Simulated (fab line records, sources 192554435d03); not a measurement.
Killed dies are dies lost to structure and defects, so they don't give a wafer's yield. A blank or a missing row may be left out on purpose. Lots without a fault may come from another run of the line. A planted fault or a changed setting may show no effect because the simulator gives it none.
Split-lot experiment | flow n5_finfet | 7 lots, 21 wafers read, on a route of 1938 steps

THE SPLIT
At N5_PASSIVATION_EXPOSE_41 (exposes mask PASS OPEN, defocus 0 nm, target cd 40000 nm), the setting dose_mj was moved away from the recipe's 57.25 on 6 of the 21 wafers read, by -5.5% to +6.4%. The other wafers ran this setting at the recipe's value.

FROM THE SPLIT TO THE READING: what the file shows between them, 3 steps
- N5_PASSIVATION_PEB_42
- N5_PASSIVATION_DEVELOP_43: develop time 60 s
- N5_PASSIVATION_HARDBAKE_45: time 120 s

THE READING
cd_nm, in nm, at N5_PASSIVATION_CD_MEAS_44 (target cd 40000 nm). Fault-free wafers of this fab line usually give 39999 nm, standard deviation 3.7 nm.

wafer  | tool, chamber at the split | dose_mj as run | against the recipe | cd_nm, nm | against lot-mates on the recipe
L075.1 | krf_scanner-02, 0          | 60.93          | +6.4%              | 40023     | +23
L075.4 | krf_scanner-02, 0          | 57.25          | recipe             | 40000     | -
L075.5 | krf_scanner-02, 0          | 60.93          | +6.4%              | 40027     | +27
L080.3 | krf_scanner-01, 0          | 57.25          | recipe             | 40009     | -
L080.4 | krf_scanner-01, 0          | 57.25          | recipe             | 40004     | -
L080.6 | krf_scanner-01, 0          | 60.73          | +6.1%              | 40027     | +20
L085.4 | krf_scanner-02, 0          | 57.25          | recipe             | 39997     | -
L085.5 | krf_scanner-02, 0          | 54.08          | -5.5%              | 39977     | -20
L085.6 | krf_scanner-02, 0          | 54.08          | -5.5%              | 39976     | -21
L083.3 | krf_scanner-02, 0          | 57.25          | recipe             | 39995     | -
L083.5 | krf_scanner-02, 0          | 57.25          | recipe             | 40002     | -
L083.6 | krf_scanner-02, 0          | 57.25          | recipe             | 39998     | -
L084.1 | krf_scanner-01, 0          | 57.25          | recipe             | 40000     | -
L084.2 | krf_scanner-01, 0          | 57.25          | recipe             | 39999     | -
L084.5 | krf_scanner-01, 0          | 57.25          | recipe             | 39999     | -
L090.2 | krf_scanner-01, 0          | 57.25          | recipe             | 39996     | -
L090.3 | krf_scanner-01, 0          | 57.25          | recipe             | 40004     | -
L090.6 | krf_scanner-01, 0          | 57.25          | recipe             | 40002     | -
L092.1 | krf_scanner-02, 0          | 55.24          | -3.5%              | 39984     | -9
L092.2 | krf_scanner-02, 0          | 57.25          | recipe             | 39991     | -
L092.4 | krf_scanner-02, 0          | 57.25          | recipe             | 39995     | -

THE FIT
A straight line over all 21 wafers: cd_nm changes by +4.16 nm for each +1% of dose_mj; r = +0.96; the points scatter about the line by 3.9 nm.
The same after taking each lot's own level away (the mean of its wafers on the recipe; 21 wafers): +3.64 nm for each +1%; r = +0.98; scatter 2.4 nm.
On that fit, the largest move of dose_mj shifts the reading by 23 nm.
The lots' own levels span 39993.0 to 40006.5 nm, that is 3.6 times the standard deviation above.
So the lot-to-lot level changes the slope: the two fits differ.
Check: with one of the wafers moved furthest among these (+6.4%) left out of the fit, the line predicts +23.8 nm for it against its lot-mates. It came out at +23 nm against them.

THE FILE'S OWN FIT
cd_nm changes by +3.57 nm for each +1% of dose_mj, r = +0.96.
